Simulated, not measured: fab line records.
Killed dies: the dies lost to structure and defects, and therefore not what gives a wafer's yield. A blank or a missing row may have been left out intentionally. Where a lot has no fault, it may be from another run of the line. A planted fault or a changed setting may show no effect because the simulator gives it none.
fab line records	flow nandHarc
record: lots: 12	wafers: 36	lastDay: 33
route steps=1302 shown P_STI@90 P_GATE@122
lots with no fault: from the same line, run without faults
startH: start of the lot's first displayed wafer, in hours after the record's first day	waitH: time in hours since the lot's previous step	" repeats the value in the row above	L1.1+2: a row that stands for several wafers	- no value, or no start given	* or withheld: withheld	< > ~ a bound
route shown NAME@n: names a module that has steps shown in the file, with the first one's number in the route	usual: mean and standard deviation over wafers with no fault	same: alike in all rows	chamber/n: place in a boat	sites: readings site by site	_std_site: the standard deviation of these	_edge_site: mean of outer sites minus mean of inner sites	radiusMm: for every site, how far away it sits from the centre of the wafer	mask NAME#n: copy n	behind: the tool/chamber that last shaped the wafer	hold: what put the lot on hold/how long, in hours/how the hold closed	device: names the non-switching transistor (n, p or np)	end of line: tests run on the same wafers once the route is complete	for a step that has no rows: nothing shown but its recipe	killed: the dies lost at the first sort to structure and to defects; this is not the yield of the wafer	map: a wafer's dies, marking killed ones x, the rest . and places with no die _
set.NAME: setting as actually run; set.NAME@STEP: the setting as run at that earlier step	model.NAME: the simulator's own value behind a step, which no gauge read
the route's steps for a sample of lots (tables are steps, rows are wafers)
services: the hour from which a tool's chamber was out of use, counted from the record's first day as startH (under 0 if before that day), plus the number of hours and why
== steps ==
step: NHARC_P_STI_ETCH_15
recipe: targetDepthA: 3000	taperDeg: 4	timeS: 100.1	hbrFlowSccm: 150	cl2FlowSccm: 50	rfW: 400	icpW: 400	biasW: 100	chemistry: HBr/Cl2
usual: drypumpMotorCurrentA: 5.9/0.57	oesProductAu: 0.998/0.01	throttleValvePct: 26.406/0.0083
lot.wafer	tool	chamber	startH	waitH	drypumpMotorCurrentA	oesProductAu	rfHoursCounterH	throttleValvePct
L716.2	rieSi-05	2	48.34	-	6.4	1.010	0.6	26.408
L716.4	"	1	"	"	5.4	0.995	-	26.416
L716.6	"	2	"	"	6.4	1.013	-	26.415
L718.2	rieSi-02	0	65.90	-	5.5	1.017	0.9	26.404
L718.3	"	2	"	"	6.7	0.992	0.9	26.414
L718.5	"	0	"	"	5.5	1.008	-	26.398
L719.3	rieSi-03	3	75.66	-	5.2	0.999	0.1	26.398
L719.1	"	0	"	"	6.6	1.003	0.1	26.400
L719.4	"	1	"	"	5.2	1.006	0.2	26.410
L720.1	rieSi-02	1	85.67	-	4.9	0.979	1.0	26.395
L720.6	"	2	"	"	6.7	0.991	-	26.411
L720.5	"	3	"	"	6.7	1.005	-	26.395
L721.2	rieSi-03	0	93.40	-	6.6	0.994	0.2	26.417
L721.5	"	1	"	"	5.2	1.001	-	26.407
L721.6	"	2	"	"	5.8	1.009	-	26.395
L723.3	rieSi-03	1	113.24	-	5.2	1.003	0.5	26.409
L723.1	"	0	"	"	6.6	1.001	0.4	26.414
L723.6	"	1	"	"	5.2	1.016	-	26.385
L725.2	rieSi-05	2	137.71	-	6.4	1.006	0.0	26.405
L725.4	"	0	"	"	6.0	1.002	0.0	26.411
L725.5	"	1	"	"	5.4	0.976	-	26.404
L729.3	rieSi-05	1	174.81	-	5.4	0.978	0.4	26.406
L729.5	"	0	"	"	6.0	1.002	-	26.399
L729.6	"	1	"	"	5.4	0.974	-	26.404
L731.4	rieSi-03	2	194.72	-	5.8	0.994	1.1	26.393
L731.2	"	1	"	"	5.2	1.010	1.0	26.414
L731.6	"	3	"	"	5.2	0.995	-	26.409
L736.3	rieSi-03	2	245.99	-	5.8	0.983	0.1	26.389
L736.6	"	3	"	"	5.2	1.006	-	26.403
L736.5	"	0	"	"	6.6	0.981	-	26.416
L737.1	rieSi-03	1	257.01	-	5.2	1.021	0.2	26.398
L737.2	"	2	"	"	5.8	0.999	0.2	26.423
L737.6	"	3	"	"	5.2	1.022	-	26.402
L739.3	rieSi-03	3	274.23	-	5.2	1.010	0.3	26.410
L739.4	"	0	"	"	6.6	0.991	0.3	26.403
L739.6	"	2	"	"	5.8	0.996	-	26.392
step: NHARC_P_GATE_CD_MEAS_11
recipe: targetCdNm: 1640	landingEnergyEv: 500
usual: cdNm: 1639.2/1.4
lot.wafer	tool	chamber	startH	waitH	cdNm
L716.2	cdSem-01	0	87.69	-	1639.2
L716.4	"	0	"	"	1638.5
L716.6	"	0	"	"	1640.0
L718.2	cdSem-01	0	99.46	-	1639.4
L718.3	"	0	"	"	1637.0
L718.5	"	0	"	"	1639.9
L719.1	cdSem-03	0	111.10	-	1636.6
L719.3	"	0	"	"	1637.1
L719.4	"	0	"	"	1639.8
L720.1	cdSem-01	0	120.86	-	1638.3
L720.5	"	0	"	"	1637.8
L720.6	"	0	"	"	1639.9
L721.2	cdSem-02	0	128.16	-	1635.9
L721.5	"	0	"	"	1639.7
L721.6	"	0	"	"	1638.7
L723.1	cdSem-01	0	148.32	-	1638.3
L723.3	"	0	"	"	1641.7
L723.6	"	0	"	"	1639.4
L725.2	cdSem-01	0	172.01	-	1638.2
L725.4	"	0	"	"	1641.1
L725.5	"	0	"	"	1637.8
L729.3	cdSem-03	0	230.65	-	1637.4
L729.5	"	0	"	"	1639.2
L729.6	"	0	"	"	1640.4
L731.2	cdSem-02	0	238.28	-	1640.5
L731.4	"	0	"	"	1640.0
L731.6	"	0	"	"	1638.0
L736.3	cdSem-01	0	286.03	-	1638.2
L736.5	"	0	"	"	1640.7
L736.6	"	0	"	"	1639.9
L737.1	cdSem-03	0	291.06	-	1639.5
L737.2	"	0	"	"	1637.6
L737.6	"	0	"	"	1637.4
L739.3	cdSem-01	0	310.31	-	1642.4
L739.4	"	0	"	"	1640.0
L739.6	"	0	"	"	1642.0
step: NHARC_P_GATE_PEB_24
recipe: pebTempC: 100	pebTimeS: 65
usual: plateTempC: 100.03/0.11
lot.wafer	tool	chamber	startH	waitH	plateTempC
L716.2	lithoTrack-06	0	101.45	0.1	100.18
L716.4	"	0	"	"	100.25
L716.6	"	0	"	"	100.11
L718.2	lithoTrack-04	0	113.18	0.1	100.04
L718.3	"	0	"	"	99.99
L718.5	"	0	"	"	100.09
L719.1	lithoTrack-01	0	125.27	0.1	100.20
L719.3	"	0	"	"	100.24
L719.4	"	0	"	"	100.19
L720.1	lithoTrack-01	0	138.95	0.1	99.99
L720.5	"	0	"	"	100.21
L720.6	"	0	"	"	99.99
L721.2	lithoTrack-01	0	145.90	0.1	100.03
L721.5	"	0	"	"	99.95
L721.6	"	0	"	"	100.02
L723.1	lithoTrack-01	0	162.11	0.1	100.15
L723.3	"	0	"	"	100.14
L723.6	"	0	"	"	100.07
L725.2	lithoTrack-04	0	185.75	0.1	100.04
L725.4	"	0	"	"	100.00
L725.5	"	0	"	"	99.96
L729.3	lithoTrack-06	0	246.50	0.0	100.02
L729.5	"	0	"	"	100.21
L729.6	"	0	"	"	100.11
L731.2	lithoTrack-06	0	255.19	0.1	99.95
L731.4	"	0	"	"	99.83
L731.6	"	0	"	"	99.94
L736.3	lithoTrack-04	0	300.14	0.0	99.89
L736.5	"	0	"	"	100.04
L736.6	"	0	"	"	100.11
L737.1	lithoTrack-01	0	310.83	0.1	100.17
L737.2	"	0	"	"	100.03
L737.6	"	0	"	"	100.01
L739.3	lithoTrack-04	0	326.40	0.0	99.97
L739.4	"	0	"	"	99.91
L739.6	"	0	"	"	99.99
step: NHARC_P_GATE_CD_MEAS_26
recipe: targetCdNm: 120	landingEnergyEv: 500
usual: cdNm: 119.8/0.56
lot.wafer	tool	chamber	startH	waitH	cdNm
L716.2	cdSem-01	0	101.53	-	119.7
L716.4	"	0	"	"	120.5
L716.6	"	0	"	"	119.3
L718.2	cdSem-02	0	113.26	-	120.4
L718.3	"	0	"	"	119.5
L718.5	"	0	"	"	119.8
L719.1	cdSem-03	0	125.35	-	119.6
L719.3	"	0	"	"	119.9
L719.4	"	0	"	"	120.3
L720.1	cdSem-01	0	139.03	-	119.6
L720.5	"	0	"	"	119.4
L720.6	"	0	"	"	118.4
L721.2	cdSem-02	0	145.99	-	118.8
L721.5	"	0	"	"	118.8
L721.6	"	0	"	"	119.0
L723.1	cdSem-01	0	162.19	-	120.5
L723.3	"	0	"	"	120.0
L723.6	"	0	"	"	119.7
L725.2	cdSem-02	0	185.83	-	120.5
L725.4	"	0	"	"	120.1
L725.5	"	0	"	"	120.2
L729.3	cdSem-02	0	246.59	-	120.0
L729.5	"	0	"	"	114.2
L729.6	"	0	"	"	120.0
L731.2	cdSem-03	0	255.27	-	119.6
L731.4	"	0	"	"	113.7
L731.6	"	0	"	"	119.6
L736.3	cdSem-03	0	300.22	-	119.9
L736.5	"	0	"	"	121.1
L736.6	"	0	"	"	119.8
L737.1	cdSem-02	0	310.91	-	119.2
L737.2	"	0	"	"	119.1
L737.6	"	0	"	"	119.3
L739.3	cdSem-02	0	326.49	-	119.7
L739.4	"	0	"	"	120.0
L739.6	"	0	"	"	119.7
step: NHARC_P_GATE_DESCUM_31
recipe: timeS: 3	o2FlowSccm: 200	arFlowSccm: 0	biasPowerW: 0	chemistry: O2
usual: drypumpMotorCurrentA: 5.8/0.67	o2FlowSccm: 200.0/1	oesProductAu: 0.998/0.0096	rfVppV: 57.6/0.9	showerheadPlenumPTorr: 1.88/0.07	throttleValvePct: 11.310/0.0089
lot.wafer	tool	chamber	startH	waitH	drypumpMotorCurrentA	o2FlowSccm	oesProductAu	rfHoursCounterH	rfVppV	showerheadPlenumPTorr	throttleValvePct
L716.2	rieDiel-12	0	101.72	0.1	6.6	200.0	1.010	0	57.7	1.98	11.320
L716.4	"	2	"	"	6.7	199.5	0.995	0	57.2	1.87	11.326
L716.6	"	0	"	"	6.6	199.3	1.006	-	57.8	1.98	11.319
L718.3	rieDiel-09	3	113.45	0.1	5.2	199.8	0.994	7.8	58.1	1.88	11.312
L718.2	"	0	"	"	4.9	199.5	0.992	8.6	57.3	1.79	11.303
L718.5	"	3	"	"	5.2	199.8	0.989	-	58.1	1.88	11.305
L719.4	rieDiel-04	3	125.54	0.1	6.6	200.4	0.987	6.4	58.3	1.89	11.312
L719.3	"	0	"	"	5.7	200.8	1.000	6.5	57.6	1.93	11.314
L719.1	"	1	"	"	5.7	198.3	0.972	6.6	57.8	1.80	11.308
L720.1	rieDiel-12	2	139.22	0.1	6.7	200.3	0.991	3.2	56.7	1.87	11.319
L720.6	"	2	"	"	6.7	200.1	0.996	-	57.0	1.87	11.296
L720.5	"	0	"	"	6.6	199.5	1.005	-	57.9	1.98	11.316
L721.2	rieDiel-04	3	146.18	0.1	6.6	201.2	1.000	7.6	57.2	1.88	11.301
L721.6	"	2	"	"	5.8	199.7	1.009	-	58.7	1.98	11.327
L721.5	"	3	"	"	6.6	201.8	0.992	-	57.9	1.88	11.313
L723.1	rieDiel-12	0	162.39	0.1	6.6	200.2	1.001	3.9	59.8	1.98	11.310
L723.3	"	2	"	"	6.7	199.6	0.997	3.9	58.3	1.87	11.307
L723.6	"	0	"	"	6.6	200.0	1.012	-	58.0	1.98	11.317
L725.2	rieDiel-09	3	186.02	0.1	5.2	199.7	0.994	2.0	57.0	1.88	11.311
L725.4	"	0	"	"	4.9	200.7	0.988	1.8	57.6	1.79	11.313
L725.5	"	2	"	"	6.3	200.4	0.990	-	60.1	1.95	11.302
L729.3	rieDiel-04	3	246.79	0.1	6.6	200.1	0.998	3.2	56.4	1.88	11.322
L729.6	"	0	"	"	5.7	200.4	1.024	-	57.9	1.93	11.313
L729.5	"	1	"	"	5.7	199.8	0.993	-	57.4	1.79	11.310
L731.4	rieDiel-04	0	255.46	0.1	5.7	199.3	1.018	3.8	57.3	1.93	11.317
L731.2	"	3	"	"	6.6	199.9	1.002	4.3	58.0	1.88	11.296
L731.6	"	0	"	"	5.7	199.7	1.011	-	57.9	1.93	11.304
L736.3	rieDiel-09	2	300.43	0.1	6.4	201.2	0.994	7.2	59.1	1.95	11.312
L736.6	"	3	"	"	5.2	199.6	0.992	-	57.7	1.88	11.306
L736.5	"	0	"	"	4.9	199.9	0.989	-	56.9	1.79	11.301
L737.2	rieDiel-09	3	311.09	0.1	5.2	199.7	0.992	8.9	58.2	1.87	11.322
L737.1	"	2	"	"	6.4	199.9	0.992	7.7	58.4	1.95	11.314
L737.6	"	3	"	"	5.2	199.0	0.995	-	58.2	1.87	11.294
L739.4	rieDiel-12	0	326.67	0.1	6.6	200.2	1.009	2.6	58.1	1.98	11.314
L739.3	"	1	"	"	4.7	201.3	1.011	2.4	57.7	1.78	11.302
L739.6	"	1	"	"	4.7	200.8	1.000	-	56.5	1.78	11.326
== services ==
tool	chamber	startH	hours	kind
lithoTrack-04	-	28.00	7.0	pm
rieSi-03	-	44.00	9.0	pm
rieSi-03	3	63.33	4.1	repair
rieDiel-12	-	91.40	9.0	pm
rieDiel-04	2	97.48	4.4	repair
rieDiel-04	0	100.26	5.4	repair
rieDiel-12	3	105.20	9.5	repair
rieDiel-12	1	115.62	12.3	repair
rieDiel-04	1	132.70	1.3	repair
rieDiel-12	3	139.04	2.6	repair
rieDiel-09	-	143.10	9.0	pm
lithoTrack-01	-	155.00	7.0	pm
rieDiel-12	1	165.31	4.3	repair
rieSi-03	0	174.02	6.8	repair
rieDiel-04	-	177.90	9.0	pm
lithoTrack-04	-	203.00	7.0	pm
rieSi-03	-	221.00	9.0	pm
rieDiel-04	2	232.60	11.0	repair
rieDiel-09	2	233.44	7.4	repair
rieDiel-12	-	268.40	9.0	pm
rieSi-03	2	275.77	2.8	repair
rieDiel-12	0	288.66	8.2	repair
rieDiel-04	3	294.22	8.4	repair
rieDiel-04	0	298.58	8.8	repair
== key ==
firstSign: step: NHARC_P_GATE_CD_MEAS_26	reading: cdNm	direction: down	sigmas: 10	usual: 119.8	struck: 114.0
effect none on later readings
metAt NHARC_P_GATE_PEB_24
struckLots L729,L731
struckWafers L729.5,L731.4
testerLeftOut L729,L731
notActingAt NHARC_P_STI_ETCH_15,NHARC_P_GATE_CD_MEAS_11,NHARC_P_GATE_DESCUM_31
onsetBetween 101.45 246.50
fault: kind: processParameterDrift	tool: lithoTrack-06	chamber: -	onsetH: 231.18	steps: NHARC_P_GATE_PEB_24	channel: pebTimeS	offset: *	shape: step	endH: 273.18	scope: struckWafersOnly	actsIn: *	stated: *
testerLeftOut: of these lots the tester's yield and bins aren't shown, on N5 and GAA mostly nor the transistor test; their killed dies are dies lost to structure and defects alone, not to doping, threshold or leakage, so they don't give the yield
